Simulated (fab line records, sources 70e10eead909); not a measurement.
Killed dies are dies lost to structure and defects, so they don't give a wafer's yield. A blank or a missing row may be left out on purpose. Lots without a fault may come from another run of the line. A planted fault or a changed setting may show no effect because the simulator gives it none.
Chamber matching | flow nand_harc | NHARC_P_GATE_DEP_103 on pecvd-02: 3 sister chambers
The step deposits SiON, target thk 30 nm. 16 wafers are shown with their chamber, then 8 later ones without.

WAFERS WITH THEIR CHAMBER
wafer  | chamber | heater_power_w (W) | susceptor_temp_C (C)
L075.2 | 0       | 674                | 400.09
L075.3 | 1       | 759                | 400.11
L075.6 | 0       | 676                | 400.27
L074.2 | 0       | 798                | 399.53
L074.4 | 0       | 789                | 399.71
L074.5 | 2       | 747                | 399.86
L076.1 | 0       | 756                | 399.99
L076.2 | 2       | 658                | 399.87
L076.3 | 1       | 845                | 399.86
L080.1 | 1       | 820                | 400.10
L080.2 | 2       | 620                | 399.86
L080.6 | 2       | 639                | 399.78
L083.3 | 0       | 807                | 400.10
L083.5 | 0       | 806                | 400.19
L083.6 | 1       | 749                | 400.02
L086.1 | 2       | 715                | 399.90

SIGNATURES (means of the wafers above)
reading          | chamber 0 | chamber 1 | chamber 2 | scatter within a chamber
heater_power_w   | 758.00    | 793.25    | 675.80    | 54.7
susceptor_temp_C | 399.9829  | 400.0225  | 399.8540  | 0.192
Rule: a wafer's distance from a chamber is the root of the sum, over the readings, of the square of ((its reading less the chamber's mean) divided by the reading's scatter). The wafer belongs to the nearest chamber; if the next one is less than 2 further off, it can't be placed. The scatter: the root of (the sum of the squares of (reading less its chamber's mean) over the shown wafers, divided by (wafers less chambers)).

WAFERS WITHOUT THEIR CHAMBER
wafer  | heater_power_w (W) | susceptor_temp_C (C)
L086.3 | 787                | 399.56
L086.6 | 791                | 399.77
L089.2 | 804                | 399.70
L089.3 | 607                | 400.08
L089.4 | 757                | 400.12
L091.2 | 714                | 400.01
L091.4 | 710                | 399.66
L091.5 | 818                | 399.91

WHICH CHAMBER EACH WENT THROUGH
wafer  | from the rows above          | in truth
L086.3 | can't be placed: 0 or 1 or 2 | 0
L086.6 | can't be placed: 0 or 1 or 2 | 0
L089.2 | can't be placed: 1 or 0 or 2 | 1
L089.3 | can't be placed: 2 or 0 or 1 | 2
L089.4 | can't be placed: 0 or 1 or 2 | 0
L091.2 | can't be placed: 0 or 2 or 1 | 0
L091.4 | can't be placed: 2 or 0 or 1 | 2
L091.5 | can't be placed: 1 or 0 or 2 | 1
Placed correctly: 0 of 8. Can't be placed from these rows: 8 (the true chamber is among the candidates in 8). Placed wrongly: 0.
